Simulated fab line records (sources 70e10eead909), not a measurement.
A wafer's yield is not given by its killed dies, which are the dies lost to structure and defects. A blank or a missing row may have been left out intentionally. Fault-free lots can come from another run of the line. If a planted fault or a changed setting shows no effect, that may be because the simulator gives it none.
Code-filled problem report in 8D (eight disciplines) form :: flow nand_harc :: the parts of the form that need people (team, actions taken, sign-off) are left out

== 1. THE ISSUE ==
Mean of cd_nm at NHARC_P_M2_CD_MEAS_09: 150.9 nm across 2 wafers in 2 lots; on wafers with no fault it is 170.2 nm (standard deviation 0.54). That is -36 standard deviations from the usual mean.
The step: target cd 170 nm.
The first sign was on wafer L640.4 at day 13 13:04, on cd_sem-03. At this step, 42 wafers from 14 lots have a number in the record. By rule, "out" or "out of limits" means more than 4 standard deviations away from the usual mean. All remaining wafers that have a number are taken as sound.

== 2. WHAT IT IS; WHAT IT IS NOT ==
question: which readings at this step
is: cd_nm
is not: -

question: which lots
is: L640, L643
is not: L623, L624, L626, L627, L628, L630, L631, L632, L633, L638, L641, L646

question: which wafers of those lots
is: L640.4, L643.4
is not: L640.1, L640.3, L643.3, L643.5

question: read on which gauges
is: cd_sem-03
is not: cd_sem-01, cd_sem-02

question: when
is: from day 13 13:04
is not: up to then (32 sound wafers); but 8 sound wafers of L641, L643, L646 came after

== 3. WHAT RULES OUT EACH SUSPECT ==
Counting: any tool at a process step up to the reading remains a suspect provided it ran every lot that is out. Sound lots after the first of them don't rule it out here, since some wafers of a struck lot are sound.
- the gauge at NHARC_P_M2_CD_MEAS_09 is ruled out. All the wafers that are out were read on cd_sem-03, but those of them that NHARC_P_M2_PEB_07 has rows for are out there too, on other tools.
- pvd_sputter-01 at NHARC_P_M1_PVD_20 (deposits TaN, target thk 5 nm, time 8.06 s): kept. It processed each lot that is out (first: L640, day 13 12:59); up to then, its last sound lot is L631 (day 9 14:07). With no start given for some of its lots, NHARC_P_M1_PVD_20 uses the hours and lot order of NHARC_P_M2_PEB_07.
- litho_track-06 at NHARC_P_M2_PEB_07 (peb time 65 s): kept. It processed each lot that is out (first: L640, day 13 12:59); up to then, its last sound lot is L638 (day 12 15:34). Out on those wafers are its own readings of heater_power_total_W.
Left after counting: pvd_sputter-01 at NHARC_P_M1_PVD_20, litho_track-06 at NHARC_P_M2_PEB_07.

== 4. THE CAUSE (what the simulator had put in) ==
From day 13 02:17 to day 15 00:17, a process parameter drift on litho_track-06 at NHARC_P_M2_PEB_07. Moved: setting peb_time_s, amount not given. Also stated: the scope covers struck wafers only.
Counting leaves 2 suspects; this tool is one of them.

== 5. THE EFFECT CHAIN, in route order ==
Each row: a reading whose mean over the struck wafers that have a number lies more than 3 standard deviations from the usual. Only readings for which the record gives a usual standard deviation are gone through. hours: the time from each lot's start at the first step in this table that gives one to its start at this step, as a median over the lots. sigmas: the change in usual standard deviations.
hours: 0
step: NHARC_P_M2_PEB_07
reading: heater_power_total_W
usual: 156.7 W
on struck wafers: 209.1
change: +52.4
sigmas: +99 or more

hours: 0
step: NHARC_P_M2_CD_MEAS_09
reading: cd_nm
usual: 170.2 nm
on struck wafers: 150.9
change: -19.3
sigmas: -36
Process steps it contains:
- NHARC_P_M2_PEB_07: peb time 65 s.
At these later measuring or inspecting steps, every struck wafer for which the step has a row has a number for every such reading, and none has moved that far: NHARC_P_M2_OVL_MEAS_10.

== 6. HOW IT WOULD HAVE BEEN CAUGHT EARLIER ==
11 hours passed between the start of the fault at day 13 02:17 and the first reading out of limits at a measuring or inspecting step in this record, taken at day 13 13:04.
At NHARC_P_M2_PEB_07, the tool's own readings (heater_power_total_W) were out on each struck wafer the step has a row for, so an alarm limit on them would have fired on the first such wafer.
Among the 2 lots that are out, L643 began NHARC_P_M2_PEB_07 on litho_track-06 after day 13 13:04. Putting the tool on hold at that point would have spared it.
